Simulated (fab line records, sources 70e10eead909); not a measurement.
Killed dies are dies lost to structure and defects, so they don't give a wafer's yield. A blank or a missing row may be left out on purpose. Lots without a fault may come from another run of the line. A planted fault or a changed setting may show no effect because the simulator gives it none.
A struck lot beside a sound one | flow nand_harc | 13 steps out of a route of 1159
Sound: wafers L531.1, L531.4, L531.5. Struck: wafers L534.2, L534.4, L534.6. The cause comes at the end.
At each step with rows: each side's tool, then ch and its chambers, then its first start. Under that, the readings that differ: sound wafers | struck wafers | difference of the means | sigmas: that difference in standard deviations of wafers without a fault.
alike: readings whose means differ by less than 2 such deviations, and words and numbers that are the same on both sides. not compared: withheld readings, readings that some wafer has no value for, bounds like >300 that may hide the same value, and numbers for which the record gives no deviation and whose values overlap.
The two part at a step that has a row with sigmas, a row that says differs or no value, or rows on one side only. Numbers that don't overlap but have no deviation are shown without sigmas and don't part them. A reading that every wafer of one side lacks parts them only if that side has two wafers or more.

first, 3 steps without rows for these wafers: NHARC_A_STAIRCASE_HARDBAKE_10 (time 140 s); NHARC_A_STAIRCASE_DESCUM_11 (chemistry O2, time 3 s); NHARC_A_STAIRCASE_TRIM_12 (chemistry O2, time 211.2 s).
NHARC_A_STAIRCASE_ETCH_13: etches the open film in C4F8/O2, target depth 100 nm, time 40.5 s.
  sound on rie_diel-05 ch 0,1,2; struck on rie_diel-11 ch 0,2,3
  alike: chamber_pressure_mTorr, oes_product_au, rf_vpp_V
  not compared: rf_hours_counter_h
then, 2 steps without rows for these wafers: NHARC_A_STAIRCASE_TRIM_14 (chemistry O2, time 211.2 s); NHARC_A_STAIRCASE_ETCH_15 (etches the open film in C4F8/O2, target depth 100 nm, time 40.5 s).
NHARC_A_STAIRCASE_TRIM_16: chemistry O2, time 211.2 s.
  sound on rie_diel-05 ch 0,1; struck on rie_diel-11 ch 0,1
  alike: chamber_pressure_mTorr, drypump_motor_current_A, oes_product_au, rf_vpp_V, showerhead_plenum_p_Torr, throttle_valve_pct
  not compared: rf_hours_counter_h
NHARC_A_STAIRCASE_ETCH_17: etches the open film in C4F8/O2, target depth 100 nm, time 40.5 s.
  sound on rie_diel-05 ch 2,3; struck on rie_diel-11 ch 0,1,2
  alike: chamber_pressure_mTorr, oes_product_au, rf_vpp_V
  not compared: rf_hours_counter_h
NHARC_A_STAIRCASE_TRIM_18: chemistry O2, time 211.2 s.
  sound on rie_diel-05 ch 2,3; struck on rie_diel-11 ch 0,1,3
  alike: chamber_pressure_mTorr, drypump_motor_current_A, oes_product_au, rf_vpp_V, showerhead_plenum_p_Torr, throttle_valve_pct
  not compared: rf_hours_counter_h
NHARC_A_STAIRCASE_ETCH_19: etches the open film in C4F8/O2, target depth 100 nm, time 40.5 s.
  sound on rie_diel-05 ch 1,2,3; struck on rie_diel-11 ch 2,3
  alike: chamber_pressure_mTorr, oes_product_au, rf_vpp_V
  not compared: rf_hours_counter_h
NHARC_A_STAIRCASE_TRIM_20: chemistry O2, time 211.2 s.
  sound on rie_diel-05 ch 1,2, day 12 00:10; struck on rie_diel-11 ch 0,1,3, day 12 18:40
  no value came back on the struck wafers for any of 7 readings (bias_w (W), chamber_pressure_mTorr (mTorr) and others); on the sound wafers bias_w (W) reads 0 0 0
  not compared: rf_hours_counter_h
then, 1 step without rows for these wafers: NHARC_A_STAIRCASE_ETCH_21 (etches the open film in C4F8/O2, target depth 100 nm, time 40.5 s).
-- the record jumps here: 9 days lie between the struck wafers' starts before and after (it left off in module A_STAIRCASE and takes up again in module END, whose first step shown is number 1159 of the route) --
NHARC_END_SORT_01:
  sound on prober-01 ch 0, day 21 03:53; struck on prober-02 ch 0, day 21 12:27
  reading         | sound    | struck      | difference | sigmas
  killed_at_array | 30 26 29 | 675 674 676 | +647       | +65
  killed_dies     | 31 32 34 | 677 677 677 | +645       | +64
  alike: killed_at_other, killed_at_periphery, killed_open, killed_short

WHERE THEY PART
First at NHARC_A_STAIRCASE_TRIM_20; last, within this record, at NHARC_END_SORT_01.

WHY: what the simulator had put in
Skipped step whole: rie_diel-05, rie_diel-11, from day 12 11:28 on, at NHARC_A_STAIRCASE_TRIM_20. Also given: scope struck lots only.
